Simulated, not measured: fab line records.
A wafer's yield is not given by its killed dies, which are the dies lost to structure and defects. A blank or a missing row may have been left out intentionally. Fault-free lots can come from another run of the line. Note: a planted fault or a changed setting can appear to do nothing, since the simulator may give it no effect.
fab line records	flow nand-harc
record: lots: 14	wafers: 42	last-day: 33
route steps=1302 shown A_SLIT@936 A_WL_FILL@968
lots untouched by any fault: they come from a run of this same line in which no faults occurred
start-h: hours from the record's opening day to when the first of the lot's shown wafers began	wait-h: hours from the lot's prior step to this one	" unchanged from the row above	L1.1+2: a row that stands for several wafers	- no value, or no start was given	* or withheld: withheld	< > ~ a bound
route shown NAME@n: NAME is a module with steps in the file, n the number in the route of the first one	usual: mean/standard deviation of fault-free wafers	same: alike in all rows	chamber/n: place in a boat	sites: the reading at each site	_std_site: standard deviation of those values	_edge_site: the outer-site mean with the inner-site mean subtracted	radius-mm: how far each site lies from the wafer's centre	mask NAME#n: copy n	behind: the most recent tool/chamber to have shaped the wafer	hold: the reason the lot was held/the length of the hold in hours/how it ended	device: the transistor (n, p or np) that didn't switch	end of line: at the end of the route, the tests of the same wafers	for a step that has no rows: nothing shown but its recipe	killed: at the first sort, the dies lost to defects and structure; wafer yield is something else	map: shows each die of a wafer: x if killed, . if not, _ if none is there
set.NAME: the setting as run; set.NAME@STEP: as run at that earlier step	model.NAME: the simulator's own value behind a step, which no gauge read
a sample of lots followed through the steps of the route, with each step as a table and each wafer as a row
services: the hour from which a tool's chamber was out of use, counted from the record's first day as start-h (under 0 if before that day), plus the number of hours and why
== steps ==
step: NHARC_A_SLIT_DESCUM_14
recipe: time-s: 3	o2-flow-sccm: 200	ar-flow-sccm: 0	bias-power-w: 0	chemistry: O2
usual: drypump-motor-current-A: 5.6/0.51	o2-flow-sccm: 200.0/0.57	oes-product-au: 1.003/0.0086	rf-vpp-V: 57.7/0.91	showerhead-plenum-p-Torr: 1.89/0.079	throttle-valve-pct: 11.311/0.01
lot.wafer	tool	chamber	start-h	wait-h	drypump-motor-current-A	o2-flow-sccm	oes-product-au	rf-hours-counter-h	rf-vpp-V	showerhead-plenum-p-Torr	throttle-valve-pct
L968.3	rie-diel-10	1	460.43	0.1	5.2	199.7	1.001	2.2	59.2	1.94	11.318
L968.2	"	2	"	"	6.4	199.8	0.999	2.0	58.5	1.90	11.307
L968.5	"	1	"	"	5.2	200.4	1.004	-	56.5	1.95	11.321
L970.1	rie-diel-06	1	467.40	0.1	5.0	200.8	1.015	8.0	57.7	1.96	11.311
L970.2	"	3	"	"	6.2	199.4	1.008	9.4	59.0	1.97	11.316
L970.4	"	0	"	"	5.9	199.0	1.000	8.2	59.7	1.95	11.316
L969.4	rie-diel-10	1	468.86	0.1	5.2	200.0	1.004	3.2	58.2	1.95	11.304
L969.1	"	2	"	"	6.4	200.1	1.000	3.0	58.6	1.90	11.308
L969.6	"	3	"	"	6.3	199.9	1.011	-	57.4	1.79	11.286
L972.3	rie-diel-06	3	501.72	0.1	6.2	200.0	1.017	0.2	57.8	1.97	11.309
L972.1	"	0	"	"	5.9	199.5	0.992	0.2	58.1	1.95	11.317
L972.5	"	2	"	"	5.2	200.4	1.035	-	57.0	1.77	11.330
L974.2	rie-diel-10	3	511.16	0.1	6.4	200.9	1.001	4.2	57.4	1.79	11.305
L974.3	"	0	"	"	5.7	199.8	0.990	4.6	57.5	1.84	11.309
L974.1	"	2	"	"	6.4	199.8	1.002	4.3	57.9	1.90	11.314
L973.2	rie-diel-02	3	511.33	0.1	5.3	199.2	1.002	6.8	57.3	1.91	11.308
L973.1	"	0	"	"	5.0	200.4	1.006	5.7	58.1	1.92	11.287
L973.4	"	3	"	"	5.3	200.4	0.990	-	58.0	1.91	11.321
L976.4	rie-diel-06	1	518.97	0.1	5.0	200.2	1.007	1.4	57.7	1.96	11.311
L976.1	"	3	"	"	6.2	200.1	1.012	2.1	58.0	1.96	11.304
L976.5	"	1	"	"	5.0	200.8	1.004	-	56.6	1.96	11.323
L971.3	rie-diel-06	2	519.96	0.1	5.2	199.8	1.009	2.2	57.6	1.77	11.308
L971.2	"	3	"	"	6.2	200.0	1.006	3.0	57.0	1.96	11.313
L971.4	"	0	"	"	5.9	199.2	1.003	2.7	57.9	1.95	11.301
L975.3	rie-diel-10	3	524.28	0.1	6.4	200.2	0.989	5.4	57.4	1.79	11.289
L975.4	"	0	"	"	5.7	199.3	0.991	5.4	58.8	1.84	11.311
L975.5	"	2	"	"	6.3	199.5	1.004	-	58.0	1.90	11.298
L980.3	rie-diel-06	3	552.33	0.1	6.2	199.4	1.003	4.5	59.0	1.96	11.319
L980.1	"	0	"	"	5.9	200.1	0.996	3.8	58.4	1.95	11.314
L980.4	"	1	"	"	5.0	199.3	1.013	3.1	57.4	1.96	11.318
L977.3	rie-diel-06	3	555.52	0.1	6.2	199.2	1.007	5.4	57.4	1.96	11.305
L977.2	"	2	"	"	5.2	199.6	1.005	4.7	56.7	1.77	11.315
L977.5	"	3	"	"	6.2	199.4	1.000	-	57.7	1.96	11.326
L988.2	rie-diel-10	2	668.65	0.1	6.4	200.2	1.001	2.9	57.5	1.89	11.314
L988.3	"	3	"	"	6.4	200.1	0.998	3.2	55.6	1.79	11.334
L988.4	"	1	"	"	5.2	199.5	0.998	2.7	56.9	1.94	11.305
L989.1	rie-diel-06	3	678.42	0.1	6.2	200.6	1.001	0.0	57.5	1.96	11.314
L989.2	"	1	"	"	5.1	200.6	0.993	0.1	57.6	1.96	11.287
L989.5	"	2	"	"	5.2	199.7	0.999	-	56.8	1.77	11.319
L990.2	rie-diel-06	3	679.66	0.1	6.2	201.4	1.004	0.5	56.5	1.96	11.316
L990.3	"	1	"	"	5.1	201.1	1.004	1.0	58.9	1.96	11.310
L990.1	"	2	"	"	5.2	198.9	1.002	0.6	57.7	1.77	11.332
step: NHARC_A_SLIT_ETCH_24
recipe: target-depth-a: 1210	time-s: 60.5	cf4-flow-sccm: 100	chf3-flow-sccm: 30	ar-flow-sccm: 0	rf-w: 500	bias-w: 200	chemistry: CF4/CHF3
usual: drypump-motor-current-A: 5.6/0.5	oes-product-au: 0.961/0.015	rf-vpp-V: 370.3/2.2	showerhead-plenum-p-Torr: 1.56/0.06	throttle-valve-pct: 16.802/0.0081
lot.wafer	tool	chamber	start-h	wait-h	drypump-motor-current-A	oes-product-au	rf-hours-counter-h	rf-vpp-V	showerhead-plenum-p-Torr	throttle-valve-pct
L968.2	rie-diel-10	2	460.51	0.1	6.4	0.959	2.0	371.9	1.56	16.809
L968.3	"	3	"	"	6.4	0.976	1.8	368.1	1.48	16.806
L968.5	"	2	"	"	6.4	0.955	-	370.5	1.56	16.791
L970.1	rie-diel-06	0	467.50	0.1	5.9	0.936	8.2	372.9	1.60	16.798
L970.2	"	1	"	"	5.0	0.940	8.0	372.4	1.61	16.812
L970.4	"	3	"	"	6.2	0.953	9.4	371.7	1.61	16.800
L969.1	rie-diel-10	0	468.93	0.1	5.7	0.956	2.8	369.0	1.52	16.816
L969.4	"	1	"	"	5.2	0.978	3.2	370.9	1.60	16.794
L969.6	"	0	"	"	5.7	0.950	-	368.9	1.52	16.809
L972.3	rie-diel-06	2	501.79	0.1	5.2	0.979	0.2	367.0	1.47	16.789
L972.1	"	0	"	"	5.9	0.970	0.2	373.1	1.60	16.800
L972.5	"	1	"	"	5.1	0.960	-	372.9	1.61	16.804
L974.2	rie-diel-10	1	511.25	0.1	5.2	0.971	4.6	371.4	1.60	16.814
L974.3	"	2	"	"	6.3	0.976	4.3	369.4	1.56	16.807
L974.1	"	3	"	"	6.3	0.953	4.2	366.7	1.48	16.812
L973.1	rie-diel-02	2	511.43	0.1	6.0	0.954	6.6	375.2	1.67	16.795
L973.2	"	3	"	"	5.3	0.950	6.8	370.3	1.57	16.796
L973.4	"	3	"	"	5.3	0.945	-	370.8	1.57	16.799
L976.4	rie-diel-06	1	519.06	0.1	5.1	0.923	1.4	371.3	1.61	16.806
L976.1	"	2	"	"	5.2	0.939	1.7	367.6	1.47	16.812
L976.5	"	0	"	"	5.9	0.925	-	371.9	1.60	16.817
L971.3	rie-diel-06	2	520.04	0.1	5.2	0.960	2.2	367.1	1.46	16.812
L971.2	"	0	"	"	5.9	0.958	2.7	370.5	1.60	16.801
L971.4	"	1	"	"	5.0	0.954	1.9	371.9	1.61	16.795
L975.4	rie-diel-10	3	524.35	0.1	6.4	0.956	5.4	365.6	1.48	16.804
L975.3	"	0	"	"	5.7	0.972	5.4	368.9	1.52	16.798
L975.5	"	0	"	"	5.7	0.979	-	368.0	1.52	16.800
L980.1	rie-diel-06	0	552.40	0.1	5.9	0.962	3.8	371.6	1.60	16.808
L980.4	"	1	"	"	5.1	0.976	3.1	371.6	1.61	16.803
L980.3	"	2	"	"	5.1	0.965	3.7	367.6	1.46	16.802
L977.3	rie-diel-06	3	555.63	0.1	6.2	0.974	5.4	371.5	1.61	16.801
L977.2	"	2	"	"	5.2	0.969	4.7	367.9	1.46	16.807
L977.5	"	0	"	"	5.9	0.959	-	369.6	1.60	16.793
L988.3	rie-diel-10	0	668.73	0.1	5.7	0.971	3.1	369.2	1.51	16.806
L988.2	"	1	"	"	5.2	0.967	2.8	371.0	1.60	16.784
L988.4	"	3	"	"	6.4	0.952	3.2	367.8	1.48	16.810
L989.2	rie-diel-06	3	678.51	0.1	6.2	0.964	0.0	373.5	1.61	16.799
L989.1	"	1	"	"	5.1	0.970	0.1	373.0	1.61	16.797
L989.5	"	3	"	"	6.2	0.971	-	369.8	1.61	16.793
L990.2	rie-diel-06	2	679.76	0.1	5.2	0.959	0.6	367.1	1.46	16.798
L990.1	"	3	"	"	6.2	0.961	0.5	373.0	1.61	16.812
L990.3	"	1	"	"	5.0	0.957	1.0	372.7	1.61	16.809
step: NHARC_A_SLIT_CD_MEAS_21
usual: cd-nm: 289.5/0.88
lot.wafer	tool	chamber	start-h	wait-h	cd-nm
L968.2	cd-sem-03	-	472.19	-	290.7
L968.3	"	-	"	"	289.0
L968.5	"	-	"	"	289.6
L970.1	cd-sem-03	-	476.02	-	290.0
L970.2	"	-	"	"	288.6
L970.4	"	-	"	"	288.0
L969.1	cd-sem-02	-	479.85	-	288.7
L969.4	"	-	"	"	291.1
L969.6	"	-	"	"	288.6
L972.1	cd-sem-03	-	507.97	-	291.3
L972.3	"	-	"	"	290.8
L972.5	"	-	"	"	290.9
L974.1	cd-sem-02	-	517.49	-	289.4
L974.2	"	-	"	"	290.2
L974.3	"	-	"	"	289.4
L973.1	cd-sem-01	-	517.88	-	287.4
L973.2	"	-	"	"	288.6
L973.4	"	-	"	"	289.6
L976.1	cd-sem-02	-	526.74	-	289.9
L976.4	"	-	"	"	289.8
L976.5	"	-	"	"	290.8
L971.2	cd-sem-03	-	529.56	-	289.3
L971.3	"	-	"	"	288.8
L971.4	"	-	"	"	289.7
L975.3	cd-sem-03	-	533.31	-	290.1
L975.4	"	-	"	"	289.6
L975.5	"	-	"	"	290.3
L980.1	cd-sem-01	-	558.56	-	288.7
L980.3	"	-	"	"	290.0
L980.4	"	-	"	"	289.8
L977.2	cd-sem-03	-	564.40	-	289.4
L977.3	"	-	"	"	290.4
L977.5	"	-	"	"	290.5
L988.2	cd-sem-02	-	674.91	-	290.5
L988.3	"	-	"	"	289.9
L988.4	"	-	"	"	290.4
L989.1	cd-sem-02	-	684.83	0.1	288.9
L989.2	"	-	"	"	289.9
L989.5	"	-	"	"	289.9
L990.1	cd-sem-01	-	686.14	-	289.7
L990.2	"	-	"	"	289.2
L990.3	"	-	"	"	289.4
step: NHARC_A_WL_FILL_ETCHBACK_17
recipe: target-depth-a: 40	time-s: 26.7	chemistry: Cl2/BCl3
usual: drypump-motor-current-A: 5.9/0.34	oes-product-au: 0.995/0.0081	run-length-s: 48.0/0.48
lot.wafer	tool	chamber	start-h	wait-h	drypump-motor-current-A	oes-product-au	rf-hours-counter-h	run-length-s
L968.2	rie-metal-02	0	491.05	-	5.3	1.004	0.4	49.0
L968.3	"	0	"	"	5.3	1.002	-	48.4
L968.5	"	1	"	"	5.6	0.991	-	48.1
L970.1	rie-metal-01	0	496.62	-	5.7	1.005	1.9	48.8
L970.2	"	1	"	"	6.1	0.992	1.9	47.6
L970.4	"	1	"	"	6.0	0.992	-	47.8
L969.1	rie-metal-01	1	502.51	-	6.1	0.998	1.9	48.1
L969.4	"	0	"	"	5.7	1.000	-	48.7
L969.6	"	1	"	"	6.1	0.987	-	47.9
L972.1	rie-metal-01	0	526.36	-	5.7	0.995	2.4	48.8
L972.3	"	0	"	"	5.7	0.991	-	48.4
L972.5	"	0	"	"	5.7	0.991	-	48.6
L973.1	rie-metal-03	1	538.90	-	6.3	0.998	0.2	47.6
L973.2	"	0	"	"	6.0	0.987	0.2	47.3
L973.4	"	1	"	"	6.3	0.988	-	47.9
L974.2	rie-metal-01	0	538.92	-	5.7	1.003	2.7	48.4
L974.1	"	1	"	"	6.0	0.997	2.7	47.6
L974.3	"	0	"	"	5.7	1.003	-	48.9
L976.1	rie-metal-03	1	545.87	-	6.3	0.998	0.3	47.6
L976.4	"	1	"	"	6.3	0.986	-	47.9
L976.5	"	1	"	"	6.3	0.994	-	47.8
L971.2	rie-metal-01	0	548.99	-	5.7	1.001	2.8	48.6
L971.3	"	0	"	"	5.7	1.003	-	48.4
L971.4	"	1	"	"	6.1	0.984	-	47.8
L975.4	rie-metal-02	0	549.06	-	5.3	1.004	-	48.6
L975.3	"	1	"	"	5.6	0.995	-	47.7
L975.5	"	0	"	"	5.3	1.002	-	48.4
L980.1	rie-metal-03	0	576.72	-	6.0	0.994	0.8	47.3
L980.4	"	0	"	"	6.0	1.006	-	47.5
L980.3	"	1	"	"	6.3	0.995	-	47.8
L977.2	rie-metal-02	0	585.00	-	5.3	1.000	2.6	48.4
L977.3	"	1	"	"	5.6	0.997	-	47.7
L977.5	"	0	"	"	5.3	0.999	-	49.0
L988.2	rie-metal-03	0	693.50	-	6.0	0.977	2.5	38.1
L988.3	"	0	"	"	6.0	0.988	-	47.3
L988.4	"	1	"	"	6.3	0.987	-	38.6
L990.2	rie-metal-02	0	703.61	-	5.3	1.004	1.0	48.5
L990.1	"	1	"	"	5.6	0.988	1.0	48.1
L990.3	"	0	"	"	5.3	1.008	-	48.7
L989.2	rie-metal-03	1	705.79	-	6.3	1.009	0	38.6
L989.1	"	0	"	"	6.0	0.991	0	47.9
L989.5	"	0	"	"	6.0	0.989	-	47.5
== services ==
tool	chamber	start-h	hours	kind
rie-diel-10	3	451.01	1.6	repair
rie-metal-02	-	454.00	9.0	pm
rie-diel-10	0	461.16	3.6	repair
rie-metal-03	1	470.81	18.3	repair
rie-diel-06	-	484.20	9.0	pm
rie-diel-02	1	510.65	3.5	repair
rie-metal-03	-	519.00	9.0	pm
rie-diel-02	1	533.96	10.6	repair
rie-diel-06	1	563.24	3.4	repair
rie-diel-02	-	570.85	9.0	pm
rie-metal-01	-	575.14	9.0	pm
rie-diel-10	0	577.14	2.6	repair
rie-diel-06	0	578.65	3.5	repair
rie-metal-03	0	584.70	1.7	repair
rie-diel-10	2	586.33	5.4	repair
rie-diel-10	-	596.53	9.0	pm
rie-diel-06	3	597.77	2.8	repair
rie-metal-03	-	623.46	1.1	repair
rie-metal-02	-	631.00	9.0	pm
rie-diel-02	-	632.95	0.5	repair
rie-metal-01	1	635.18	4.0	repair
rie-diel-06	-	661.20	9.0	pm
rie-diel-02	1	690.75	11.8	repair
rie-metal-03	-	696.00	9.0	pm
== key ==
first-sign: step: NHARC_A_WL_FILL_ETCHBACK_17	reading: run-length-s	direction: down	sigmas: 20	usual: *	struck: *
effect none on later readings
met-at NHARC_A_WL_FILL_ETCHBACK_17
struck-lots L988,L989
struck-wafers L988.2,L988.4,L989.2
later-rows-left-out L988.2,L988.4,L989.2
sort-left-out L988.2,L988.4,L989.2
tester-left-out L988,L989
not-acting-at NHARC_A_SLIT_DESCUM_14,NHARC_A_SLIT_ETCH_24,NHARC_A_SLIT_CD_MEAS_21
onset-between 576.72 693.50
fault: kind: process-parameter-drift	tool: rie-metal-03	chamber: -	onset-h: 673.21	steps: NHARC_A_WL_FILL_ETCHBACK_17	channel: time-s	offset: *	shape: step	end-h: 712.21	scope: struck-wafers-only	acts-in: *	stated: *
tester-left-out: of these lots the tester's yield and bins aren't shown, on N5 and GAA mostly nor the transistor test; their killed dies are dies lost to structure and defects alone, not to doping, threshold or leakage, so they don't give the yield
sort-left-out: the simulated sort isn't trusted on such a fault, so these wafers' sort isn't shown, and their yield isn't known
later-rows-left-out: the simulator's readings of these wafers behind a module that went badly wrong aren't trusted and aren't shown, but for the sort
